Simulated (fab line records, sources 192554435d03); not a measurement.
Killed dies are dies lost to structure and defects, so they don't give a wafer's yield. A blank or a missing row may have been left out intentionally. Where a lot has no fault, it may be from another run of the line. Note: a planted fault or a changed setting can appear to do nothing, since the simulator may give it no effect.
The tool behind it: which one? || flow n5-finfet || 24 lots, 72 wafers sampled, at 1 step of a route of 1938

## WHAT THE GAUGES READ, wafer by wafer
N5_BEOL_M4_INSPECT_30: inspects for defects (brightfield). Usual: raw-defect-count at 429, with a standard deviation of 100.
{"lot": "L074", "measured": "day 7 09:08", "on": "defect-inspect-01", "raw-defect-count": "339 498 469", "flag": ""}
{"lot": "L075", "measured": "day 7 18:47", "on": "defect-inspect-01", "raw-defect-count": "384 396 409", "flag": ""}
{"lot": "L076", "measured": "day 8 02:19", "on": "defect-inspect-02", "raw-defect-count": "684 648 375", "flag": ""}
{"lot": "L077", "measured": "day 8 03:59", "on": "defect-inspect-02", "raw-defect-count": "350 434 530", "flag": ""}
{"lot": "L078", "measured": "day 8 12:24", "on": "defect-inspect-01", "raw-defect-count": "392 566 560", "flag": ""}
{"lot": "L079", "measured": "day 8 21:22", "on": "defect-inspect-01", "raw-defect-count": "398 561 428", "flag": ""}
{"lot": "L080", "measured": "day 9 07:35", "on": "defect-inspect-01", "raw-defect-count": "387 446 370", "flag": ""}
{"lot": "L081", "measured": "day 9 11:28", "on": "defect-inspect-01", "raw-defect-count": "502 381 465", "flag": ""}
{"lot": "L082", "measured": "day 9 15:06", "on": "defect-inspect-01", "raw-defect-count": "446 317 791", "flag": ""}
{"lot": "L083", "measured": "day 9 17:01", "on": "defect-inspect-01", "raw-defect-count": "390 386 217", "flag": ""}
{"lot": "L084", "measured": "day 10 03:35", "on": "defect-inspect-01", "raw-defect-count": "360 371 445", "flag": ""}
{"lot": "L085", "measured": "day 10 12:38", "on": "defect-inspect-01", "raw-defect-count": "255 319 308", "flag": ""}
{"lot": "L086", "measured": "day 10 16:41", "on": "defect-inspect-02", "raw-defect-count": "472 494 503", "flag": ""}
{"lot": "L087", "measured": "day 11 03:04", "on": "defect-inspect-02", "raw-defect-count": "665 570 661", "flag": ""}
{"lot": "L088", "measured": "day 11 07:45", "on": "defect-inspect-01", "raw-defect-count": "300 428 448", "flag": ""}
{"lot": "L089", "measured": "day 11 13:01", "on": "defect-inspect-01", "raw-defect-count": "370 308 335", "flag": ""}
{"lot": "L090", "measured": "day 11 16:05", "on": "defect-inspect-01", "raw-defect-count": "350 457 390", "flag": ""}
{"lot": "L091", "measured": "day 11 16:57", "on": "defect-inspect-02", "raw-defect-count": "419 503 378", "flag": ""}
{"lot": "L092", "measured": "day 12 00:13", "on": "defect-inspect-02", "raw-defect-count": "472 352 409", "flag": ""}
{"lot": "L093", "measured": "day 12 05:19", "on": "defect-inspect-02", "raw-defect-count": "304 414 399", "flag": ""}
{"lot": "L094", "measured": "day 13 01:42", "on": "defect-inspect-02", "raw-defect-count": "439 591 552", "flag": ""}
{"lot": "L096", "measured": "day 13 01:54", "on": "defect-inspect-02", "raw-defect-count": "439 309 398", "flag": ""}
{"lot": "L095", "measured": "day 13 02:00", "on": "defect-inspect-02", "raw-defect-count": "315 462 302", "flag": ""}
{"lot": "L097", "measured": "day 13 11:53", "on": "defect-inspect-02", "raw-defect-count": "447 320 413", "flag": ""}

## TOOL THAT RAN EACH LOT (tool first, then ch and the chambers of the sampled wafers, then the start)
There is no process step in the record ahead of these readings.

## AS READ BY THE TOOLS THEMSELVES (means over the sampled wafers that have a number; for cases with no such wafer, the mark the record gives instead)
The record holds no such reading with a usual standard deviation.

## THE ANSWER, worked out from the rows above alone
Rule: take the mean of a lot's wafers that have a number; if it is more than 3 standard deviations from the usual mean, the lot is off. Also off: a lot with no number at a reading for which 4 or more lots have one. Where the step has rows for the other lots, those lots are counted as sound. The gauges are gone through in route order, then the tools' own readings, and for those a lot's mean is taken as printed above. At the first step where some lot is off, the reading lying furthest off is the one used; lots without a number count as furthest.
Nothing can be told from this: no lot is off at any reading shown.

## WHAT THE SIMULATOR HAD PUT IN
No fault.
